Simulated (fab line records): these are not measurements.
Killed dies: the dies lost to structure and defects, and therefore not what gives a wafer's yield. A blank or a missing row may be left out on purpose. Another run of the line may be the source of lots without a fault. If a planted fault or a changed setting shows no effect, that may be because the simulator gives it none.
fab line records    flow n5-finfet
record: lots: 24  wafers: 72  last-day: 19
route steps=1938 shown BEOL_M5@1115
lots with no fault: from the same line, run without faults
start-h: the number of hours between the record's first day and the start of the first shown wafer of the lot    wait-h: hours elapsed since this lot's preceding step    " the same as in the row above    L1.1+2: a single row standing in for several wafers    - no value, or no start was given    * or withheld: withheld    < > ~ a bound
route shown NAME@n: a module of which the file shows steps, and the number in the route of the first    usual: mean/standard deviation taken from wafers without a fault    same: alike in all rows    chamber/n: place in a boat    sites: readings site by site    _std_site: the values' standard deviation    _edge_site: the outer-site mean with the inner-site mean subtracted    radius-mm: how far each site lies from the wafer's centre    mask NAME#n: copy n    behind: the last tool/chamber to shape the wafer    hold: why the lot was held/for how many hours/how that ended    device: whichever transistor did not switch (one of n, p or np)    end of line: the tests these same wafers got at the end of their route    where a step has no rows: the recipe by itself    killed: at the first sort, the dies lost to defects and structure; wafer yield is something else    map: a wafer's dies, x killed, . not, _ none there
set.NAME: the setting the step ran with; set.NAME@STEP: the setting that earlier step ran with    model.NAME: the simulator's own value behind a step, which no gauge read
route steps across a sampled set of lots; one table per step, one row per wafer
services: the hour from which a tool's chamber was out of use, counted from the record's first day as start-h (under 0 if before that day), plus the number of hours and why
== steps ==
step: N5_BEOL_M5_PECVD_70
recipe: material: SiO2  target-thk-a: 160  temp-c: 400  precursor: TEOS/O2  pressure-torr: 5.5  rf-w: 450  teos-flow-sccm: 53.8  gas: O2  flow-sccm: 3000  time-s: 18
usual: heater-power-w: 656/76  showerhead-plenum-p-Torr: 8.79/0.049  throttle-valve-pct: 22.9/1.8
lot.wafer  tool      chamber  start-h  wait-h  heater-power-w  showerhead-plenum-p-Torr  throttle-valve-pct
L074.1     pecvd-02  2        182.45   0.0     704             8.91                      22.6
L074.2     "         1        "        "       736             8.78                      25.3
L074.3     "         0        "        "       626             8.72                      21.8
L075.1     pecvd-01  1        188.31   0.0     600             8.81                      24.5
L075.4     "         0        "        "       598             8.78                      21.2
L075.5     "         2        "        "       610             8.78                      23.3
L076.1     pecvd-02  2        189.95   0.0     778             8.89                      22.6
L076.5     "         2        "        "       790             8.89                      22.7
L076.6     "         1        "        "       642             8.76                      25.3
L079.3     pecvd-02  0        210.03   0.1     593             8.73                      22.1
L079.4     "         1        "        "       665             8.78                      25.5
L079.6     "         0        "        "       599             8.73                      22.1
L077.2     pecvd-01  0        211.81   0.0     596             8.73                      21.4
L077.3     "         1        "        "       625             8.82                      24.1
L077.6     "         2        "        "       605             8.77                      23.6
L078.2     pecvd-01  1        214.65   0.0     586             8.79                      24.6
L078.5     "         2        "        "       558             8.78                      23.7
L078.6     "         1        "        "       588             8.81                      24.2
L080.1     pecvd-02  1        232.44   0.0     681             8.78                      25.3
L080.2     "         2        "        "       684             8.85                      20.6
L080.6     "         0        "        "       638             8.73                      22.2
L082.1     pecvd-03  0        240.22   0.0     724             8.78                      21.4
L082.2     "         2        "        "       710             8.77                      20.7
L082.6     "         1        "        "       555             8.82                      25.9
L081.1     pecvd-03  2        242.17   0.0     777             8.76                      21.0
L081.3     "         1        "        "       699             8.84                      25.8
L081.6     "         0        "        "       704             8.80                      21.5
L084.1     pecvd-02  1        249.54   0.0     650             8.78                      25.3
L084.2     "         0        "        "       600             8.71                      22.0
L084.5     "         2        "        "       695             8.86                      20.1
L086.1     pecvd-01  0        251.23   0.0     539             8.77                      21.5
L086.4     "         2        "        "       606             8.77                      23.6
L086.5     "         1        "        "       618             8.80                      24.3
L085.1     pecvd-03  1        268.33   0.0     662             8.84                      25.5
L085.2     "         0        "        "       720             8.81                      21.5
L085.6     "         0        "        "       723             8.81                      21.3
L083.1     pecvd-01  0        268.78   0.0     620             8.74                      21.3
L083.3     "         2        "        "       550             8.79                      23.8
L083.5     "         2        "        "       537             8.78                      23.7
L088.1     pecvd-03  1        273.50   0.0     677             8.84                      26.1
L088.2     "         2        "        "       695             8.75                      20.9
L088.5     "         1        "        "       662             8.81                      25.9
L087.1     pecvd-02  2        277.23   0.0     807             8.87                      20.4
L087.5     "         0        "        "       581             8.71                      22.1
L087.6     "         2        "        "       791             8.88                      20.3
L090.1     pecvd-01  0        279.57   0.0     592             8.76                      21.1
L090.4     "         2        "        "       531             8.76                      23.7
L090.5     "         0        "        "       619             8.76                      21.5
L089.1     pecvd-02  0        280.53   0.0     629             8.71                      22.1
L089.2     "         2        "        "       815             8.87                      20.1
L089.5     "         0        "        "       622             8.73                      22.3
L092.1     pecvd-02  1        303.80   0.0     745             8.77                      25.3
L092.3     "         0        "        "       594             8.70                      22.2
L092.5     "         0        "        "       587             8.70                      22.5
L091.3     pecvd-02  1        304.14   0.0     753             8.77                      25.5
L091.4     "         2        "        "       714             8.85                      20.5
L091.5     "         1        "        "       743             8.77                      25.4
L093.3     pecvd-02  2        306.84   0.0     814             8.85                      20.6
L093.5     "         0        "        "       665             8.71                      22.4
L093.6     "         2        "        "       823             8.86                      20.3
L094.1     pecvd-02  2        307.05   0.0     785             8.87                      20.4
L094.2     "         0        "        "       626             8.73                      22.4
L094.4     "         2        "        "       772             8.87                      20.4
L095.2     pecvd-01  0        315.01   0.0     530             8.76                      21.3
L095.5     "         0        "        "       513             8.78                      21.5
L095.6     "         2        "        "       578             8.77                      24.1
L096.1     pecvd-01  0        333.51   0.0     639             8.73                      21.3
L096.2     "         1        "        "       583             8.82                      24.3
L096.3     "         2        "        "       485             8.76                      24.2
L097.2     pecvd-02  0        336.23   0.0     681             8.72                      22.3
L097.4     "         2        "        "       730             8.87                      20.7
L097.6     "         0        "        "       663             8.71                      22.5
step: N5_BEOL_M5_ETCH_75
recipe: chemistry: N2/H2  target: underlayer  target-depth-a: 65  mask-material: CAR-EUV  time-s: 5.2  ion-energy-ev: 200  pressure-mtorr: 30  source-w: 840  bias-w: 150  n2-flow-sccm: 200  h2-flow-sccm: 200  ends: cleared
usual: drypump-motor-current-A: 5.50/0.27  etch-rf-on-time-s: 5.19/0.068  oes-product-au: 0.64/0.048  rf-vpp-V: 523.0/2.9  showerhead-plenum-p-Torr: 2.52/0.096  throttle-valve-pct: 17.88/0.25
lot.wafer  tool         chamber  start-h  wait-h  drypump-motor-current-A  etch-rf-on-time-s  oes-product-au  rf-hours-counter-h  rf-vpp-V  showerhead-plenum-p-Torr  throttle-valve-pct
L074.1     rie-diel-01  3        185.69   0.0     5.68                     5.16               0.66            129                 521.3     2.46                      17.68
L074.2     "            0        "        "       5.08                     5.19               0.70            74                  522.8     2.57                      17.94
L074.3     "            2        "        "       5.69                     5.30               0.60            213                 522.7     2.52                      18.05
L075.1     rie-diel-01  1        195.61   0.0     5.57                     5.10               0.61            214                 526.3     2.63                      17.96
L075.4     "            0        "        "       5.09                     5.08               0.71            77                  526.7     2.57                      17.95
L075.5     "            1        "        "       5.59                     5.10               0.61            -                   527.9     2.63                      17.94
L076.1     rie-diel-03  0        195.81   0.0     5.59                     5.24               0.62            203                 524.2     2.51                      17.62
L076.5     "            2        "        "       5.30                     5.30               0.62            -                   523.3     2.53                      18.33
L076.6     "            3        "        "       5.73                     5.26               0.59            -                   525.3     2.52                      18.18
L079.3     rie-diel-03  1        214.18   0.0     5.23                     5.13               0.66            142                 517.7     2.33                      17.51
L079.4     "            0        "        "       5.52                     5.24               0.62            208                 523.4     2.51                      17.62
L079.6     "            1        "        "       5.24                     5.19               0.66            -                   517.6     2.33                      17.50
L077.2     rie-diel-01  2        215.28   0.0     5.69                     5.20               0.61            222                 524.4     2.52                      18.07
L077.3     "            1        "        "       5.57                     5.15               0.61            221                 525.6     2.63                      18.00
L077.6     "            3        "        "       5.65                     5.08               0.65            -                   521.0     2.45                      17.72
L078.2     rie-diel-01  1        218.41   0.0     5.62                     5.12               0.62            223                 527.6     2.63                      17.99
L078.5     "            1        "        "       5.61                     5.10               0.60            -                   526.6     2.63                      18.03
L078.6     "            2        "        "       5.70                     5.19               0.61            -                   524.6     2.52                      18.06
L080.1     rie-diel-03  0        238.54   0.0     5.60                     5.30               0.61            217                 523.2     2.51                      17.66
L080.2     "            1        "        "       5.22                     5.21               0.65            151                 518.9     2.33                      17.55
L080.6     "            1        "        "       5.23                     5.28               0.65            -                   517.3     2.33                      17.54
L081.1     rie-diel-03  0        244.96   0.0     5.57                     5.15               0.61            219                 520.7     2.51                      17.64
L081.3     "            1        "        "       5.22                     5.18               0.66            -                   518.1     2.33                      17.54
L081.6     "            1        "        "       5.21                     5.21               0.65            -                   517.4     2.33                      17.54
L082.1     rie-diel-06  0        244.97   0.0     5.48                     5.04               0.74            73                  524.6     2.57                      17.52
L082.2     "            3        "        "       5.09                     5.19               0.60            233                 520.5     2.40                      18.02
L082.6     "            2        "        "       6.00                     5.11               0.66            -                   526.7     2.67                      17.79
L084.1     rie-diel-01  0        252.47   0.0     5.06                     5.19               0.69            91                  525.4     2.56                      17.98
L084.2     "            3        "        "       5.69                     5.16               0.64            151                 520.1     2.45                      17.74
L084.5     "            1        "        "       5.58                     5.17               0.60            -                   527.3     2.62                      18.00
L086.1     rie-diel-06  1        256.41   0.0     5.96                     5.03               0.75            53                  525.1     2.58                      17.69
L086.4     "            3        "        "       5.08                     5.24               0.60            235                 519.4     2.40                      18.00
L086.5     "            2        "        "       5.93                     5.12               0.66            -                   527.6     2.67                      17.82
L085.1     rie-diel-01  3        274.04   0.0     5.67                     5.12               0.63            157                 521.2     2.45                      17.74
L085.2     "            0        "        "       5.07                     5.17               0.69            98                  523.1     2.56                      17.99
L085.6     "            0        "        "       5.08                     5.17               0.68            -                   526.3     2.56                      17.96
L083.1     rie-diel-03  0        274.24   0.0     5.59                     5.27               0.61            230                 522.8     2.50                      17.67
L083.3     "            2        "        "       5.33                     5.32               0.62            195                 523.1     2.52                      18.37
L083.5     "            1        "        "       5.22                     5.22               0.64            -                   518.1     2.32                      17.56
L088.1     rie-diel-03  1        276.77   0.0     5.22                     5.14               0.65            165                 517.4     2.32                      17.54
L088.2     "            0        "        "       5.56                     5.22               0.60            231                 524.1     2.50                      17.65
L088.5     "            0        "        "       5.56                     5.19               0.60            -                   524.2     2.50                      17.64
L087.1     rie-diel-03  1        280.28   0.0     5.24                     5.24               0.65            167                 518.5     2.32                      17.57
L087.5     "            1        "        "       5.24                     5.18               0.64            -                   515.8     2.32                      17.56
L087.6     "            0        "        "       5.55                     5.29               0.59            -                   522.5     2.50                      17.65
L089.1     rie-diel-01  3        286.65   0.0     5.67                     5.12               0.63            161                 519.6     2.45                      17.78
L089.2     "            2        "        "       5.69                     5.21               0.59            245                 520.5     2.51                      18.10
L089.5     "            2        "        "       5.68                     5.25               0.59            -                   522.8     2.51                      18.12
L090.1     rie-diel-06  0        286.94   0.0     5.48                     5.19               0.72            84                  524.9     2.57                      17.57
L090.4     "            2        "        "       5.93                     5.24               0.65            131                 526.3     2.67                      17.81
L090.5     "            1        "        "       5.99                     5.13               0.73            -                   525.4     2.58                      17.68
L092.1     rie-diel-01  0        307.13   0.0     5.08                     5.21               0.67            102                 526.8     2.56                      18.00
L092.3     "            1        "        "       5.62                     5.23               0.59            251                 525.6     2.61                      18.06
L092.5     "            1        "        "       5.63                     5.19               0.60            -                   526.4     2.61                      18.02
L091.3     rie-diel-01  1        307.60   0.0     5.58                     5.16               0.59            251                 524.3     2.61                      18.03
L091.4     "            1        "        "       5.57                     5.23               0.59            -                   526.7     2.61                      18.05
L091.5     "            3        "        "       5.67                     5.12               0.63            -                   519.5     2.44                      17.80
L093.3     rie-diel-01  3        309.41   0.0     5.66                     5.20               0.62            168                 522.1     2.44                      17.78
L093.5     "            0        "        "       5.07                     5.19               0.68            -                   526.0     2.56                      17.97
L093.6     "            3        "        "       5.66                     5.19               0.62            -                   519.4     2.44                      17.76
L094.1     rie-diel-06  3        313.02   0.0     5.07                     5.26               0.59            250                 517.3     2.40                      18.04
L094.2     "            1        "        "       5.98                     5.06               0.73            67                  523.9     2.58                      17.68
L094.4     "            0        "        "       5.46                     5.08               0.71            91                  524.1     2.57                      17.59
L095.2     rie-diel-01  0        319.27   0.0     5.05                     5.19               0.67            107                 525.3     2.56                      18.00
L095.5     "            3        "        "       5.63                     5.21               0.62            -                   519.6     2.44                      17.77
L095.6     "            1        "        "       5.60                     5.21               0.59            -                   524.3     2.61                      18.06
L096.1     rie-diel-03  3        339.07   0.0     5.70                     5.17               0.78            16                  522.7     2.50                      17.80
L096.2     "            1        "        "       5.20                     5.25               0.63            184                 517.7     2.32                      17.59
L096.3     "            2        "        "       5.33                     5.29               0.60            215                 522.0     2.52                      18.42
L097.2     rie-diel-06  0        343.36   0.0     5.48                     5.13               0.70            103                 525.4     2.56                      17.58
L097.4     "            1        "        "       5.98                     5.10               0.70            79                  524.6     2.57                      17.72
L097.6     "            0        "        "       5.48                     5.13               0.69            -                   524.3     2.56                      17.57
step: N5_BEOL_M5_OCD_MEAS_38
usual: trench-depth-nm: 71.5/1.1
lot.wafer  tool    chamber  start-h  wait-h  trench-depth-nm
L074.1     ocd-02  -        186.08   -       72.5
L074.2     "       -        "        "       72.9
L074.3     "       -        "        "       71.1
L075.1     ocd-02  -        195.99   -       72.0
L075.4     "       -        "        "       72.9
L075.5     "       -        "        "       71.6
L076.1     ocd-02  -        196.20   -       70.2
L076.5     "       -        "        "       70.4
L076.6     "       -        "        "       71.5
L079.3     ocd-01  -        214.57   -       72.9
L079.4     "       -        "        "       71.5
L079.6     "       -        "        "       71.5
L077.2     ocd-02  -        215.67   -       71.8
L077.3     "       -        "        "       72.3
L077.6     "       -        "        "       72.7
L078.2     ocd-01  -        218.79   -       71.5
L078.5     "       -        "        "       70.6
L078.6     "       -        "        "       71.6
L080.1     ocd-02  -        238.93   -       70.4
L080.2     "       -        "        "       71.1
L080.6     "       -        "        "       70.7
L082.1     ocd-02  -        245.35   -       73.1
L082.2     "       -        "        "       70.8
L082.6     "       -        "        "       71.3
L081.1     ocd-02  -        245.52   -       70.0
L081.3     "       -        "        "       71.1
L081.6     "       -        "        "       71.6
L084.1     ocd-01  -        252.86   -       72.5
L084.2     "       -        "        "       72.8
L084.5     "       -        "        "       71.9
L086.1     ocd-02  -        256.79   -       72.9
L086.4     "       -        "        "       71.7
L086.5     "       -        "        "       71.5
L085.1     ocd-02  -        274.43   -       72.4
L085.2     "       -        "        "       72.6
L085.6     "       -        "        "       73.3
L083.1     ocd-02  -        274.62   -       70.1
L083.3     "       -        "        "       69.9
L083.5     "       -        "        "       70.8
L088.1     ocd-01  -        277.16   -       70.9
L088.2     "       -        "        "       69.8
L088.5     "       -        "        "       70.1
L087.1     ocd-02  -        280.66   -       72.0
L087.5     "       -        "        "       71.2
L087.6     "       -        "        "       71.0
L089.1     ocd-02  -        287.03   -       71.8
L089.2     "       -        "        "       71.2
L089.5     "       -        "        "       72.2
L090.1     ocd-01  -        287.32   -       73.1
L090.4     "       -        "        "       71.6
L090.5     "       -        "        "       74.7
L092.1     ocd-01  -        307.51   -       71.8
L092.3     "       -        "        "       70.4
L092.5     "       -        "        "       69.4
L091.3     ocd-01  -        307.99   -       71.2
L091.4     "       -        "        "       70.4
L091.5     "       -        "        "       72.3
L093.3     ocd-02  -        309.80   -       71.6
L093.5     "       -        "        "       71.7
L093.6     "       -        "        "       72.0
L094.1     ocd-02  -        313.40   -       71.2
L094.2     "       -        "        "       73.1
L094.4     "       -        "        "       73.3
L095.2     ocd-02  -        319.65   -       72.2
L095.5     "       -        "        "       71.3
L095.6     "       -        "        "       71.2
L096.1     ocd-01  -        339.45   -       72.6
L096.2     "       -        "        "       70.9
L096.3     "       -        "        "       69.2
L097.2     ocd-01  -        343.75   -       72.7
L097.4     "       -        "        "       72.9
L097.6     "       -        "        "       73.0
step: N5_BEOL_M5_CURE_80
recipe: temp-c: 370  time-s: 120  ambient: DMADMS/He  material: SiCOH_lowk
usual: lamp-power-pct: 52.31/0.059  wafer_temp_C_max: 371.5/0.52
lot.wafer  tool        chamber  start-h  wait-h  lamp-power-pct  wafer_temp_C_max
L074.1     uv-cure-01  0        186.27   0.0     52.23           372.1
L074.2     "           0        "        "       52.34           371.8
L074.3     "           0        "        "       52.34           371.2
L075.1     uv-cure-03  0        196.19   0.0     52.39           371.1
L075.4     "           0        "        "       52.31           371.3
L075.5     "           0        "        "       52.32           371.4
L076.1     uv-cure-03  0        196.49   0.1     52.34           371.0
L076.5     "           0        "        "       52.34           371.5
L076.6     "           0        "        "       52.32           371.0
L079.3     uv-cure-02  1        214.87   0.1     52.14           371.4
L079.4     "           1        "        "       52.29           371.1
L079.6     "           1        "        "       52.33           370.8
L077.2     uv-cure-02  2        215.92   0.1     52.22           372.3
L077.3     "           2        "        "       52.26           371.9
L077.6     "           2        "        "       52.35           372.9
L078.2     uv-cure-03  1        219.09   0.1     52.34           371.4
L078.5     "           1        "        "       52.32           371.3
L078.6     "           1        "        "       52.35           371.1
L080.1     uv-cure-03  1        239.13   0.0     52.31           371.8
L080.2     "           1        "        "       52.27           371.0
L080.6     "           1        "        "       52.31           370.8
L082.1     uv-cure-02  0        245.55   0.0     52.37           371.0
L082.2     "           0        "        "       52.27           370.8
L082.6     "           0        "        "       52.39           371.2
L081.1     uv-cure-03  0        245.72   0.0     52.38           371.8
L081.3     "           0        "        "       52.26           371.7
L081.6     "           0        "        "       52.39           372.2
L084.1     uv-cure-03  1        253.05   0.0     52.31           370.7
L084.2     "           1        "        "       52.34           371.2
L084.5     "           1        "        "       52.31           370.8
L086.1     uv-cure-03  0        256.99   0.0     52.34           371.2
L086.4     "           0        "        "       52.37           371.3
L086.5     "           0        "        "       52.37           371.7
L085.1     uv-cure-02  2        275.30   0.7     52.29           371.6
L085.2     "           2        "        "       52.37           371.7
L085.6     "           2        "        "       52.25           371.9
L083.1     uv-cure-02  0        275.90   1.1     52.34           371.4
L083.3     "           0        "        "       52.21           371.4
L083.5     "           0        "        "       52.25           371.1
L088.1     uv-cure-02  2        278.72   1.4     52.36           371.9
L088.2     "           2        "        "       52.39           372.0
L088.5     "           2        "        "       52.26           372.3
L087.1     uv-cure-01  2        280.86   0.0     52.19           371.6
L087.5     "           2        "        "       52.29           371.4
L087.6     "           2        "        "       52.20           370.6
L089.1     uv-cure-01  0        287.24   0.1     52.26           372.3
L089.2     "           0        "        "       52.33           371.8
L089.5     "           0        "        "       52.30           372.0
L090.1     uv-cure-02  1        287.54   0.1     52.30           371.1
L090.4     "           1        "        "       52.32           371.2
L090.5     "           1        "        "       52.42           370.8
L092.1     uv-cure-01  2        307.71   0.0     52.38           371.3
L092.3     "           2        "        "       52.30           371.1
L092.5     "           2        "        "       52.27           371.4
L091.3     uv-cure-01  0        308.41   0.3     52.26           370.9
L091.4     "           0        "        "       52.25           371.7
L091.5     "           0        "        "       52.21           371.4
L093.3     uv-cure-02  2        310.09   0.1     52.39           371.8
L093.5     "           2        "        "       52.18           371.8
L093.6     "           2        "        "       52.32           371.9
L094.1     uv-cure-03  0        313.60   0.0     52.28           371.2
L094.2     "           0        "        "       52.27           372.0
L094.4     "           0        "        "       52.34           371.5
L095.2     uv-cure-01  2        319.89   0.1     52.28           371.3
L095.5     "           2        "        "       52.28           371.3
L095.6     "           2        "        "       52.40           371.5
L096.1     uv-cure-03  1        339.65   0.0     52.25           370.9
L096.2     "           1        "        "       52.39           371.0
L096.3     "           1        "        "       52.24           371.1
L097.2     uv-cure-03  2        343.99   0.1     52.32           372.7
L097.4     "           2        "        "       52.29           372.9
L097.6     "           2        "        "       52.35           372.7
step: N5_BEOL_M5_SPUTTER_88
recipe: material: Cu  target-thk-a: 150  temp-c: -20  chamber-pressure-pa: 0.07  power-w: withheld  time-s: 27.62
usual: throttle-valve-pct: 30.0/1.1
lot.wafer  tool            chamber  start-h  wait-h  throttle-valve-pct
L074.1     pvd-sputter-02  -        191.98   0.5     29.0
L074.2     "               -        "        "       31.7
L074.3     "               -        "        "       31.5
L075.1     pvd-sputter-03  -        200.68   0.5     30.0
L075.4     "               -        "        "       30.0
L075.5     "               -        "        "       30.1
L076.1     pvd-sputter-01  -        201.94   0.5     30.8
L076.5     "               -        "        "       30.1
L076.6     "               -        "        "       30.7
L079.3     pvd-sputter-01  -        219.22   0.5     29.3
L079.4     "               -        "        "       30.7
L079.6     "               -        "        "       30.7
L077.2     pvd-sputter-03  -        221.03   0.5     31.0
L077.3     "               -        "        "       30.8
L077.6     "               -        "        "       30.7
L078.2     pvd-sputter-01  -        227.48   0.5     30.4
L078.5     "               -        "        "       27.7
L078.6     "               -        "        "       29.3
L080.1     pvd-sputter-01  -        243.84   0.5     30.0
L080.2     "               -        "        "       27.6
L080.6     "               -        "        "       27.7
L082.1     pvd-sputter-02  -        250.77   0.5     29.2
L082.2     "               -        "        "       31.6
L082.6     "               -        "        "       31.3
L081.1     pvd-sputter-03  -        256.03   0.5     30.8
L081.3     "               -        "        "       30.2
L081.6     "               -        "        "       30.7
L084.1     pvd-sputter-02  -        257.39   0.5     29.4
L084.2     "               -        "        "       31.5
L084.5     "               -        "        "       31.7
L086.1     pvd-sputter-03  -        262.07   0.5     30.1
L086.4     "               -        "        "       30.3
L086.5     "               -        "        "       30.5
L085.1     pvd-sputter-01  -        280.02   0.5     30.7
L085.2     "               -        "        "       28.9
L085.6     "               -        "        "       27.7
L083.1     pvd-sputter-03  -        280.66   0.5     30.9
L083.3     "               -        "        "       30.1
L083.5     "               -        "        "       30.9
L088.1     pvd-sputter-02  -        284.49   0.5     29.2
L088.2     "               -        "        "       31.5
L088.5     "               -        "        "       31.9
L087.1     pvd-sputter-03  -        285.68   0.5     30.5
L087.5     "               -        "        "       30.1
L087.6     "               -        "        "       30.1
L089.1     pvd-sputter-02  -        291.65   0.5     29.0
L089.2     "               -        "        "       31.6
L089.5     "               -        "        "       31.7
L090.1     pvd-sputter-03  -        291.91   0.5     30.7
L090.4     "               -        "        "       30.7
L090.5     "               -        "        "       30.8
L092.1     pvd-sputter-01  -        312.17   0.5     29.1
L092.3     "               -        "        "       29.6
L092.5     "               -        "        "       29.0
L091.3     pvd-sputter-03  -        312.89   0.5     30.8
L091.4     "               -        "        "       30.1
L091.5     "               -        "        "       31.0
L093.3     pvd-sputter-02  -        316.00   0.5     31.4
L093.5     "               -        "        "       28.8
L093.6     "               -        "        "       31.5
L094.1     pvd-sputter-01  -        318.66   0.5     29.3
L094.2     "               -        "        "       27.5
L094.4     "               -        "        "       30.2
L095.2     pvd-sputter-03  -        324.52   0.5     30.0
L095.5     "               -        "        "       30.2
L095.6     "               -        "        "       31.0
L096.1     pvd-sputter-01  -        343.87   0.5     27.4
L096.2     "               -        "        "       30.9
L096.3     "               -        "        "       29.2
L097.2     pvd-sputter-01  -        348.82   0.5     27.7
L097.4     "               -        "        "       30.1
L097.6     "               -        "        "       28.9
step: N5_BEOL_M5_RS_MEAS_57
recipe: thk-meas-gauge: four-point-probe  reads: Co_of_BEOL_M5_CO_CAP_78+Cu_of_BEOL_M5_ECD_50+Co_of_BEOL_M5_CVD_47+TaN_of_BEOL_M5_ALD_86
usual: M5_RS: 0.391/0.01
lot.wafer  tool           chamber  start-h  wait-h  M5_RS[ohm/sq]
L074.1     film-metro-01  -        194.15   0.1     0.395
L074.2     "              -        "        "       0.398
L074.3     "              -        "        "       0.402
L075.1     film-metro-01  -        202.85   0.1     0.395
L075.4     "              -        "        "       0.383
L075.5     "              -        "        "       0.387
L076.1     film-metro-01  -        204.17   0.0     0.399
L076.5     "              -        "        "       0.403
L076.6     "              -        "        "       0.391
L079.3     film-metro-01  -        221.36   0.1     0.385
L079.4     "              -        "        "       0.404
L079.6     "              -        "        "       0.397
L077.2     film-metro-01  -        223.20   0.1     0.387
L077.3     "              -        "        "       0.385
L077.6     "              -        "        "       0.379
L078.2     film-metro-01  -        229.62   0.1     0.385
L078.5     "              -        "        "       0.386
L078.6     "              -        "        "       0.382
L080.1     film-metro-02  -        246.00   0.1     0.392
L080.2     "              -        "        "       0.385
L080.6     "              -        "        "       0.393
L082.1     film-metro-01  -        252.91   0.0     0.373
L082.2     "              -        "        "       0.385
L082.6     "              -        "        "       0.377
L081.1     film-metro-01  -        258.17   0.0     0.416
L081.3     "              -        "        "       0.406
L081.6     "              -        "        "       0.407
L084.1     film-metro-01  -        259.53   0.0     0.382
L084.2     "              -        "        "       0.379
L084.5     "              -        "        "       0.392
L086.1     film-metro-01  -        264.22   0.0     0.382
L086.4     "              -        "        "       0.393
L086.5     "              -        "        "       0.397
L085.1     film-metro-01  -        282.17   0.0     0.380
L085.2     "              -        "        "       0.386
L085.6     "              -        "        "       0.372
L083.1     film-metro-02  -        282.83   0.1     0.417
L083.3     "              -        "        "       0.391
L083.5     "              -        "        "       0.403
L088.1     film-metro-01  -        286.63   0.0     0.390
L088.2     "              -        "        "       0.404
L088.5     "              -        "        "       0.394
L087.1     film-metro-01  -        287.98   0.0     0.391
L087.5     "              -        "        "       0.392
L087.6     "              -        "        "       0.403
L089.1     film-metro-01  -        293.79   0.0     0.390
L089.2     "              -        "        "       0.404
L089.5     "              -        "        "       0.398
L090.1     film-metro-01  -        294.05   0.0     0.367
L090.4     "              -        "        "       0.380
L090.5     "              -        "        "       0.374
L092.1     film-metro-01  -        314.31   0.0     0.387
L092.3     "              -        "        "       0.397
L092.5     "              -        "        "       0.408
L091.3     film-metro-01  -        315.05   0.1     0.398
L091.4     "              -        "        "       0.395
L091.5     "              -        "        "       0.396
L093.3     film-metro-02  -        318.14   0.1     0.386
L093.5     "              -        "        "       0.380
L093.6     "              -        "        "       0.384
L094.1     film-metro-02  -        321.14   0.0     0.378
L094.2     "              -        "        "       0.372
L094.4     "              -        "        "       0.374
L095.2     film-metro-01  -        326.95   0.1     0.389
L095.5     "              -        "        "       0.390
L095.6     "              -        "        "       0.392
L096.1     film-metro-01  -        346.41   0.0     0.387
L096.2     "              -        "        "       0.395
L096.3     "              -        "        "       0.403
L097.2     film-metro-01  -        351.27   0.1     0.387
L097.4     "              -        "        "       0.381
L097.6     "              -        "        "       0.386
== services ==
tool            chamber  start-h  hours  kind
uv-cure-02      -        161.27   0.5    repair
uv-cure-02      -        174.11   2.8    pm
rie-diel-03     1        174.66   6.3    repair
uv-cure-02      -        176.99   5.3    repair
pvd-sputter-03  -        186.76   4.3    repair
pecvd-02        0        189.16   5.0    scheduled-down
pecvd-02        2        202.38   -      clean
rie-diel-01     0        210.39   10.2   repair
uv-cure-03      -        228.57   2.1    pm
rie-diel-03     2        241.27   5.7    repair
rie-diel-03     3        244.60   9.1    repair
uv-cure-01      -        256.47   24.0   repair
rie-diel-06     2        269.26   3.9    repair
pecvd-01        -        273.03   1.2    repair
uv-cure-03      -        273.72   7.6    repair
rie-diel-01     0        275.92   17.7   repair
pecvd-03        0        279.12   5.2    repair
pecvd-01        -        288.17   2.8    pm
uv-cure-03      -        294.73   0.2    repair
uv-cure-03      -        294.93   0.3    repair
pecvd-03        -        297.02   5.5    pm
uv-cure-03      -        304.41   0.4    repair
pecvd-02        1        333.33   8.4    repair
rie-diel-03     -        339.99   0.7    repair
== key ==
fault none
